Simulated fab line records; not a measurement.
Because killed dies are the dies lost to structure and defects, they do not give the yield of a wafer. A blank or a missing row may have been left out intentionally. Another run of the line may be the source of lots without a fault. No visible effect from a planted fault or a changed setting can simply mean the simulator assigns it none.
Comparing a struck lot with a sound one | flow n5-finfet | 39 steps out of a route of 1938
Sound: wafers L708.1, L708.5, L708.6. Wafers struck: L716.2, L716.5, L716.6. The cause comes at the end.
Each step with rows lists, per side, the tool, then ch with its chambers, then its first start. Under that, the readings that differ: sound wafers | struck wafers | difference of the means | sigmas: that difference in standard deviations of wafers without a fault.
alike: words and numbers the same on both sides, and readings whose means are apart by under 2 such deviations; not compared: readings that were withheld, readings missing a value for some wafer, numbers with overlapping values and no deviation given by the record, and bounds like >300 which may hide the same value.
A row with sigmas, a row that says differs or no value, or rows on one side alone: a step with any of these is where the two part. Non-overlapping numbers with no deviation appear without sigmas and do not part them. A reading missing from all wafers of one side parts the sides only when that side holds two or more wafers.

first, 11 steps without rows for these wafers: N5_MOL_CONTACT_COAG_ETCH_59 (etches underlayer in N2/H2, target depth 13 nm, time 10.4 s); N5_MOL_CONTACT_COAG_ETCH_105 (etches SiARC in CF4, target depth 15.6 nm, time 26 s); N5_MOL_CONTACT_COAG_ETCH_106 (etches SOC in N2/H2, target depth 80 nm, overetch 16 nm, time 120 s); N5_MOL_CONTACT_COAG_STRIP_107 (strips in N2/H2); N5_MOL_CONTACT_COAG_STRIP_108 (strips in N2/H2); N5_MOL_CONTACT_COAG_CONTACT_ETCH_14 (etches SiO2 in C4F6/O2, target depth 27.5 nm, overetch 8.5 nm, time 20 s); N5_MOL_CONTACT_COAG_STRIP_109 (strips in C4F6/O2); N5_MOL_CONTACT_COAG_ETCH_15 (etches SiNx in CH3F/O2, stops on Si:P, target depth 7 nm); N5_MOL_CONTACT_COAG_ETCH_110 (etches Si in CF4/O2, target depth 2.5 nm, time 8 s); N5_MOL_CONTACT_COAG_STRIP_98 (strips in N2/H2); N5_MOL_CONTACT_COAG_IMPLANT_129.
N5_MOL_CONTACT_COAG_PRECLEAN_111: cleans in NF3:NH3, afs cycles 1, time 20 s, sublimation time 60 s.
  sound on remote-plasma-02 ch 0, day 7 03:34; struck on remote-plasma-02 ch 1, day 9 06:31
then, 26 steps without rows for these wafers: N5_MOL_CONTACT_COAG_TI_SIL_19 (material Ti, target thk 4.2 nm, time 15 s); N5_MOL_CONTACT_COAG_ALD_20 (deposits TiN, target thk 1.5 nm, pulse time 1 s, purge time 3 s); N5_MOL_CONTACT_COAG_SIL_ANNEAL_21 (time 60 s); N5_MOL_CONTACT_COAG_PRE_CLEAN_141 (time 60 s); N5_MOL_CONTACT_COAG_SPUTTER_143 (material Co, target thk 2.5 nm); N5_MOL_CONTACT_COAG_CO_FILL_22 (material Co, precursor CCTBA/H2, target thk 20 nm); N5_MOL_CONTACT_COAG_ANNEAL_113 (time 300 s); N5_MOL_CONTACT_COAG_PRE_CLEAN_142 (time 60 s); N5_MOL_CONTACT_COAG_SPUTTER_130 (material Co, target thk 47.5 nm); N5_MOL_CONTACT_COAG_PRECLEAN_125 (cleans in DIW, time 57.5 s); N5_MOL_CONTACT_COAG_SRD_126 (dry time 32 s); N5_MOL_CONTACT_COAG_CMP_23 (polishes, stops on SiO2, t overpolish 1.5 s, target thk 0 nm); N5_MOL_CONTACT_COAG_WET_ETCH_26 (target Co, target depth 13 nm); N5_MOL_CONTACT_COAG_WET_ETCH_116 (etches the open film in SC1-inhibited, target depth 4.6 nm, rinse time 30 s); N5_MOL_CONTACT_COAG_ALD_27 (deposits SiOC, target thk 17 nm, pulse time 1.5 s, time 2720 s); N5_MOL_CONTACT_COAG_CMP_28 (polishes, stops on SiNx, t overpolish 0.85 s, target thk 14.522 nm); N5_MOL_CONTACT_COAG_ALD_123 (deposits SiNx, target thk 5 nm, pulse time 1 s, purge time 2 s); N5_MOL_CONTACT_COAG_PECVD_31 (deposits SiO2 from TEOS/O2, target thk 46 nm, time 8.9 s); N5_MOL_CONTACT_COAG_COAT_75 (time 60 s, resist thk 60 nm); N5_MOL_CONTACT_COAG_COAT_76 (time 60 s, resist thk 10 nm); N5_MOL_CONTACT_COAG_COAT_77 (time 60 s, resist thk 10 nm); N5_MOL_CONTACT_COAG_COAT_78 (resist thk 40 nm); N5_MOL_CONTACT_COAG_EBR_80; N5_MOL_CONTACT_COAG_SOFTBAKE_79 (time 60 s); N5_MOL_CONTACT_COAG_EXPOSE_81 (exposes mask VG, defocus 0 nm); N5_MOL_CONTACT_COAG_PEB_82 (peb time 60 s).
-- here the record skips 9 days between the struck wafers' starts before and after, leaving off in module MOL_CONTACT_COAG and picking up in module PASSIVATION (first step shown: number 1936 of the route) --
N5_PASSIVATION_PROBE_49:
  sound on prober-02 at day 14 14:23; struck on prober-02 at day 18 02:05
  reading                  | sound          | struck         | difference | sigmas
  defect-limited-yield (%) | 88.7 88.5 90.3 | 83.6 84.8 83.8 | -5.1       | -3
  killed-at-contacts       | 13 15 15       | 117 110 109    | +98        | +17
  killed-at-other          | 12 12 2        | 2 4 1          | -6         | -2
  killed-dies              | 133 136 114    | 193 179 191    | +60        | +3
  killed-open              | 99 93 82       | 61 54 62       | -32        | -2
  sort_bin_5_function (%)  | 5.9 6.1 5.7    | 10.5 9.2 11.5  | +4.5       | +5
  sort-n-pass              | 1047 1044 1066 | 987 1001 985   | -61        | -3
  sort-yield-pct (%)       | 88.7 88.5 90.3 | 83.6 84.8 83.5 | -5.2       | -3
  alike: killed_at_M0_to_M3, killed_at_M4_up, killed-at-front-end, killed-short, sort_bin_6_memory, sort_bin_8_speed

WHERE THEY PART
N5_PASSIVATION_PROBE_49 only, going by this record.

WHY: whatever the simulator had introduced
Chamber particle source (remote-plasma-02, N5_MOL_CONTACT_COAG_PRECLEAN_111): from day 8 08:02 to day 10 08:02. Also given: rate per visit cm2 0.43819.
